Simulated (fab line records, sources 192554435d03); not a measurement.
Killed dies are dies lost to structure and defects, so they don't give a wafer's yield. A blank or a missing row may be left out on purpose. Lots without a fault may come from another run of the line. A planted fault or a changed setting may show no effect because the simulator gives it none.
fab line records | flow n5_finfet
record lots=11 wafers=33 last_day=18
route steps=1938 shown BEOL_M11@1596 BEOL_M12@1612 PASSIVATION@1936
lots that met no fault: from a run of the same line without faults
start_h: hours from the record's first day to the start of the lot's first wafer shown | wait_h: hours since the lot's step before | " the same as in the row above | L1.1+2: a row that stands for several wafers | - no value, or no start given | * or withheld: withheld | < > ~ a bound
route shown NAME@n: a module of which the file shows steps, and the number in the route of the first | usual: mean/standard deviation of fault-free wafers | same: alike in all rows | chamber/n: place in a boat | sites: the reading at each site | _std_site: their standard deviation | _edge_site: outer sites' mean less inner sites' | radius_mm: how far each site lies from the wafer's centre | mask NAME#n: copy n | behind: the tool/chamber that last shaped the wafer | hold: why the lot was held/for how many hours/how that ended | device: the transistor (n, p or np) that didn't switch | end of line: the same wafers' tests at the end of the route | a step without rows: its recipe alone | killed: dies lost to structure and defects at the first sort, not the wafer's yield | map: a wafer's dies, x killed, . not, _ none there
set.NAME: the setting as run; set.NAME@STEP: as run at that earlier step | model.NAME: the simulator's own value behind a step, which no gauge read
steps of the route over a sample of lots; a table a step, a row a wafer
services: from which hour (start_h, from the record's first day; less than 0 if before it) a tool's chamber was out of use, for how many hours, and why
## steps
# step N5_BEOL_M11_CMP_52
# recipe stop_on=SiCOH_lowk t_overpolish_s=7 down_force_psi=1 platen_rpm=50 clearing_platen_down_force_psi=1.5 clearing_platen_rpm=50 post_cmp_clean=cu_alkaline target_thk_nm=140 clearing_platen_pad_velocity_m_s=0.99484 pad_velocity_m_s=0.99484
# usual barrier_field_endpoint_s=28.8/0.99 clearing_platen_down_force_psi=1.500/0.003 head_pressure_psi=1.0004/0.0023 motor_current_A=6.2/0.46 overpolish_run_s=7.000/0.009 time_to_endpoint_s=66/3.8
# columns lot.wafer tool chamber start_h wait_h barrier_field_endpoint_s clearing_platen_down_force_psi head_pressure_psi motor_current_A overpolish_run_s time_to_endpoint_s
L846.1 cmp-04 0 262.17 0.3 29.7 1.495 1.0018 6.7 7.000 66
L846.3 " 3 " " 30.1 1.498 0.9998 5.6 7.007 64
L846.6 " 0 " " 30.8 1.495 0.9997 6.7 6.992 69
L849.1 cmp-04 1 283.29 0.3 30.0 1.505 1.0021 6.3 7.008 71
L849.3 " 2 " " 28.4 1.495 0.9990 6.7 6.994 63
L849.6 " 1 " " 30.6 1.505 1.0050 6.5 6.995 70
L843.1 cmp-01 0 285.41 0.3 29.0 1.499 0.9996 6.6 6.988 61
L843.5 " 2 " " 29.4 1.501 1.0022 5.4 6.988 65
L843.6 " 3 " " 29.8 1.501 1.0008 6.3 7.008 65
L853.1 cmp-02 0 301.98 0.3 28.7 1.496 1.0020 6.5 7.001 66
L853.2 " 2 " " 28.2 1.501 1.0035 5.9 7.004 61
L853.6 " 1 " " 28.1 1.506 0.9989 5.7 6.996 65
L852.4 cmp-01 3 302.22 0.1 28.6 1.498 0.9998 6.7 6.997 63
L852.2 " 0 " " 28.3 1.500 0.9970 6.1 7.000 63
L852.1 " 1 " " 27.5 1.500 1.0028 6.0 6.991 63
L859.4 cmp-04 3 358.83 0.2 30.6 1.499 0.9987 5.9 7.001 72
L859.1 " 0 " " 30.1 1.497 1.0005 7.0 7.008 68
L859.5 " 2 " " 30.2 1.496 1.0001 6.8 7.011 68
L861.3 cmp-04 1 359.40 0.2 30.6 1.498 0.9940 6.2 6.993 74
L861.4 " 2 " " 29.6 1.503 1.0024 6.2 7.006 64
L861.6 " 3 " " 30.4 1.498 0.9983 5.9 7.003 67
L862.4 cmp-02 0 376.97 0.1 30.0 1.498 0.9998 6.3 7.016 73
L862.2 " 1 " " 27.3 1.499 1.0000 5.8 6.990 62
L862.1 " 2 " " 27.1 1.501 1.0012 6.1 7.001 59
L863.2 cmp-04 2 386.51 0.2 28.2 1.503 1.0037 7.0 7.010 68
L863.1 " 0 " " 28.7 1.504 0.9997 7.0 6.999 67
L863.5 " 1 " " 29.9 1.498 1.0021 6.3 6.995 72
L864.4 cmp-02 3 386.56 0.1 29.3 1.501 0.9998 6.0 7.008 67
L864.2 " 0 " " 28.6 1.503 1.0029 6.6 7.011 64
L864.3 " 1 " " 27.0 1.498 0.9997 5.8 7.007 59
L865.4 cmp-02 2 393.44 0.1 26.9 1.499 0.9966 5.9 6.994 58
L865.2 " 3 " " 28.3 1.498 0.9957 5.7 6.990 67
L865.3 " 1 " " 28.2 1.498 1.0018 5.8 7.008 63
# step N5_BEOL_M11_THK_MEAS_53
# recipe thk_meas_gauge=xrf reads=Cu_of_BEOL_M11_ECD_50
# usual M11_THK=139/4.3
# columns lot.wafer tool chamber start_h wait_h M11_THK[nm]
L846.1 film_metro-01 - 262.46 - 142
L846.3 " - " " 144
L846.6 " - " " 143
L849.1 film_metro-02 - 283.55 - 146
L849.3 " - " " 140
L849.6 " - " " 141
L843.1 film_metro-01 - 285.63 - 141
L843.5 " - " " 142
L843.6 " - " " 137
L853.1 film_metro-02 - 302.27 - 138
L853.2 " - " " 139
L853.6 " - " " 135
L852.1 film_metro-02 - 302.51 - 147
L852.2 " - " " 141
L852.4 " - " " 142
L859.1 film_metro-02 - 359.09 - 149
L859.4 " - " " 138
L859.5 " - " " 138
L861.3 film_metro-01 - 359.63 - 145
L861.4 " - " " 131
L861.6 " - " " 131
L862.1 film_metro-02 - 377.26 - 137
L862.2 " - " " 137
L862.4 " - " " 137
L863.1 film_metro-01 - 386.76 - 140
L863.2 " - " " 137
L863.5 " - " " 138
L864.2 film_metro-01 - 386.86 - 137
L864.3 " - " " 146
L864.4 " - " " 140
L865.2 film_metro-02 - 393.73 - 138
L865.3 " - " " 136
L865.4 " - " " 133
# step N5_BEOL_M12_CD_MEAS_10
# recipe target_cd_nm=140 landing_energy_ev=500 detector=se_inlens polarity=opening
# usual cd_nm=142.0/1.9
# same landing_energy_ev=500
# columns lot.wafer tool chamber start_h wait_h cd_nm
L846.1 cd_sem-01 0 263.09 - 144.3
L846.3 " 0 " " 144.5
L846.6 " 0 " " 146.4
L849.1 cd_sem-01 0 284.33 - 141.2
L849.3 " 0 " " 142.9
L849.6 " 0 " " 141.0
L843.1 cd_sem-03 0 286.38 - 142.1
L843.5 " 0 " " 141.5
L843.6 " 0 " " 141.2
L853.1 cd_sem-02 0 302.89 - 145.0
L853.2 " 0 " " 141.9
L853.6 " 0 " " 141.0
L852.1 cd_sem-03 0 303.14 - 143.5
L852.2 " 0 " " 141.0
L852.4 " 0 " " 143.0
L859.1 cd_sem-01 0 359.71 - 140.7
L859.4 " 0 " " 140.8
L859.5 " 0 " " 144.8
L861.3 cd_sem-02 0 360.40 - 141.9
L861.4 " 0 " " 145.7
L861.6 " 0 " " 141.5
L862.1 cd_sem-02 0 378.01 - 139.1
L862.2 " 0 " " 140.9
L862.4 " 0 " " 138.5
L863.1 cd_sem-01 0 387.51 - 144.2
L863.2 " 0 " " 143.3
L863.5 " 0 " " 142.9
L864.2 cd_sem-01 0 387.58 - 140.6
L864.3 " 0 " " 137.3
L864.4 " 0 " " 141.4
L865.2 cd_sem-01 0 394.37 - 142.8
L865.3 " 0 " " 141.9
L865.4 " 0 " " 142.7
# step N5_BEOL_M12_ETCH_59
# recipe chemistry=N2/H2 target=BARC target_depth_a=890 overetch_a=267 time_s=67.9 ion_energy_ev=200 pressure_mtorr=30 source_w=840 bias_w=150 n2_flow_sccm=200 h2_flow_sccm=200
# usual bias_w=149.9/0.47 drypump_motor_current_A=5.5/0.53 oes_product_au=0.67/0.05 rf_vpp_V=525.3/2.6 showerhead_plenum_p_Torr=2.60/0.09 throttle_valve_pct=18.03/0.089
# columns lot.wafer tool chamber start_h wait_h bias_w drypump_motor_current_A oes_product_au rf_hours_counter_h rf_vpp_V showerhead_plenum_p_Torr throttle_valve_pct
L846.1 rie_diel-03 1 263.21 0.0 149.7 5.2 0.66 147 524.3 2.56 18.05
L846.3 " 2 " " 150.8 5.3 0.64 152 524.0 2.53 18.15
L846.6 " 3 " " 149.7 6.3 0.81 - 528.2 2.72 17.83
L849.1 rie_diel-03 2 284.45 0.0 149.7 5.3 0.63 158 524.4 2.53 18.16
L849.3 " 0 " " 149.8 5.7 0.61 185 525.4 2.65 18.05
L849.6 " 3 " " 150.5 6.3 0.80 - 530.5 2.72 17.85
L843.1 rie_diel-05 2 286.74 0.0 149.7 5.6 0.69 89 528.6 2.69 18.01
L843.5 " 1 " " 149.9 5.7 0.69 - 521.1 2.47 18.10
L843.6 " 2 " " 150.2 5.6 0.69 - 527.5 2.69 18.02
L853.1 rie_diel-05 1 303.02 0.0 150.0 5.6 0.69 111 522.9 2.47 18.09
L853.2 " 2 " " 149.4 5.6 0.68 95 527.1 2.69 18.02
L853.6 " 0 " " 114.6 6.2 0.68 - 436.4 2.44 18.04
L852.1 rie_diel-01 1 303.32 0.0 150.0 5.2 0.69 87 524.5 2.57 17.86
L852.2 " 3 " " 149.5 5.3 0.58 228 527.4 2.61 17.96
L852.4 " 0 " " 150.4 6.3 0.66 135 524.0 2.57 17.90
L859.1 rie_diel-03 2 359.83 0.0 149.7 5.3 0.61 186 523.0 2.52 18.22
L859.4 " 1 " " 150.5 5.2 0.64 174 522.4 2.55 18.09
L859.5 " 1 " " 150.0 5.2 0.64 - 524.1 2.55 18.09
L861.3 rie_diel-05 3 360.52 0.0 149.7 4.6 0.66 129 527.7 2.65 18.00
L861.4 " 0 " " 149.8 6.2 0.66 134 523.9 2.44 18.06
L861.6 " 3 " " 149.4 4.7 0.66 - 529.1 2.65 18.01
L862.1 rie_diel-03 1 378.13 0.0 149.7 5.2 0.64 180 523.8 2.54 18.11
L862.2 " 0 " " 150.2 5.7 0.60 218 524.7 2.63 18.12
L862.4 " 2 " " 150.8 5.3 0.61 192 523.8 2.51 18.22
L863.1 rie_diel-05 0 387.67 0.0 149.6 6.2 0.66 143 521.4 2.43 18.09
L863.2 " 3 " " 149.2 4.6 0.65 139 528.2 2.65 18.02
L863.5 " 1 " " 150.6 5.7 0.65 - 521.1 2.45 18.13
L864.2 rie_diel-01 2 387.97 0.0 149.6 4.9 0.58 250 525.5 2.58 18.12
L864.3 " 0 " " 151.1 6.4 0.64 164 521.2 2.56 17.95
L864.4 " 2 " " 149.9 4.9 0.59 - 526.0 2.58 18.13
L865.2 rie_diel-03 2 394.49 0.0 149.9 5.3 0.61 198 523.5 2.51 18.23
L865.3 " 1 " " 150.6 5.3 0.64 186 523.4 2.54 18.13
L865.4 " 3 " " 150.1 6.3 0.74 59 527.8 2.70 17.94
# step N5_PASSIVATION_PROBE_49
# usual defect_limited_yield=91.7/1.5 killed_at_M0_to_M3=32/10 killed_at_M4_up=14/5.3 killed_at_contacts=13/5.7 killed_at_front_end=37/10 killed_at_other=3.3/2.5 killed_dies=98/18 killed_open=65/13 killed_short=31/7.5 sort_bin_4_leakage=0.00/0.0099 sort_bin_5_function=4.9/0.91 sort_bin_6_memory=3.1/0.71 sort_bin_8_speed=0.00/0.017 sort_n_pass=1082/18 sort_yield_pct=91.7/1.5
# same gross_dies=1180 killed_at_back_side=0
# columns lot.wafer tool chamber start_h wait_h defect_limited_yield[%] killed_at_M0_to_M3 killed_at_M4_up killed_at_contacts killed_at_front_end killed_at_other killed_dies killed_open killed_short sort_bin_4_leakage[%] sort_bin_5_function[%] sort_bin_6_memory[%] sort_bin_8_speed[%] sort_n_pass sort_yield_pct[%]
L846.1 prober-01 - 300.38 0.0 94.2 22 10 7 29 0 68 37 24 0 3.0 2.1 0 1112 94.2
L846.3 prober-01 - 300.48 0.1 91.2 26 10 16 49 3 104 65 39 0 5.2 3.4 0 1076 91.2
L846.6 prober-01 - 300.63 0.3 91.3 28 17 11 45 2 103 57 42 0 4.8 3.2 0 1077 91.3
L859.4 prober-01 - 397.65 0.2 92.1 28 8 22 35 0 93 66 26 0 4.9 2.7 0 1087 92.1
# killed by level:class
L846.1 MOL_CONTACT_COAG:geometric_particle:open=6 BEOL_M0_SAQP:geometric_particle:short=6 HKMG_FIN:area_etch=6 FIN_SAQP:geometric_particle:short=5 BEOL_M0_SAQP:geometric_particle:open=5 DUMMY_GATE:geometric_particle:open=4 BEOL_M4:geometric_particle:open=4 FIN_SAQP:geometric_particle:open=3
L846.3 MOL_CONTACT_COAG:geometric_particle:open=15 FIN_SAQP:geometric_particle:short=14 BEOL_M0_SAQP:geometric_particle:open=8 FIN_SAQP:geometric_particle:open=6 DUMMY_GATE:geometric_particle:open=6 BEOL_M0_SAQP:geometric_particle:short=6 GATE_CUT:geometric_particle:short=5 GATE_CUT:geometric_particle:open=4
L846.6 MOL_CONTACT_COAG:geometric_particle:open=9 BEOL_M4:geometric_particle:open=9 BEOL_M0_SAQP:geometric_particle:open=7 FIN_SAQP:geometric_particle:short=6 BEOL_M0_SAQP:geometric_particle:short=6 FIN_SAQP:geometric_particle:open=5 DUMMY_GATE:geometric_particle:open=5 BEOL_M2:geometric_particle:open=5
L859.4 MOL_CONTACT_COAG:geometric_particle:open=18 BEOL_M2:geometric_particle:open=10 GATE_CUT:geometric_particle:short=8 FIN_SAQP:geometric_particle:open=7 FIN_SAQP:geometric_particle:short=5 GATE_CUT:geometric_particle:open=5 BEOL_M0:geometric_particle:open=4 BEOL_M0_SAQP:geometric_particle:open=4
## services
# columns tool chamber start_h hours kind
cmp-01 - 256.89 4.0 pm
cmp-01 - 260.89 - consumable_replace:conditioner
cmp-01 - 260.89 - consumable_replace:pad
rie_diel-01 1 263.76 3.0 repair
cmp-01 - 264.15 4.2 pm
rie_diel-05 1 270.84 14.1 repair
cmp-04 - 276.61 1.3 repair
rie_diel-01 - 322.39 0.2 repair
rie_diel-03 1 336.08 13.1 repair
cmp-04 - 343.77 13.2 pm
cmp-02 - 349.16 6.5 repair
cmp-04 - 359.60 0.8 repair
cmp-01 - 364.87 1.2 repair
rie_diel-01 3 372.47 - clean
rie_diel-01 3 372.47 - consumable_replace:focus_ring
rie_diel-01 3 372.47 19.3 scheduled_down
rie_diel-01 3 372.47 19.3 vent_cycle
cmp-01 - 375.96 6.8 repair
cmp-02 - 377.20 4.0 pm
cmp-02 - 381.20 - consumable_replace:conditioner
cmp-02 - 381.20 - consumable_replace:pad
rie_diel-05 3 389.66 9.0 repair
rie_diel-01 2 391.81 - clean
rie_diel-01 2 391.81 - consumable_replace:focus_ring
## key
first_sign step=N5_BEOL_M12_ETCH_59 reading=bias_w direction=down sigmas=75 usual=* struck=*
effect step=N5_BEOL_M12_ETCH_59 reading=rf_vpp_V direction=down sigmas=35 usual=525.3 struck=436.4
met_at N5_BEOL_M12_ETCH_59
struck_lots L853
struck_wafers L853.6
not_acting_at N5_BEOL_M11_CMP_52,N5_BEOL_M11_THK_MEAS_53,N5_BEOL_M12_CD_MEAS_10
fault kind=process_parameter_drift tool=rie_diel-05 chamber=0 onset_h=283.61 steps=N5_BEOL_M12_ETCH_59 channel=bias_w offset=* shape=step end_h=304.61 acts_in=* stated=*
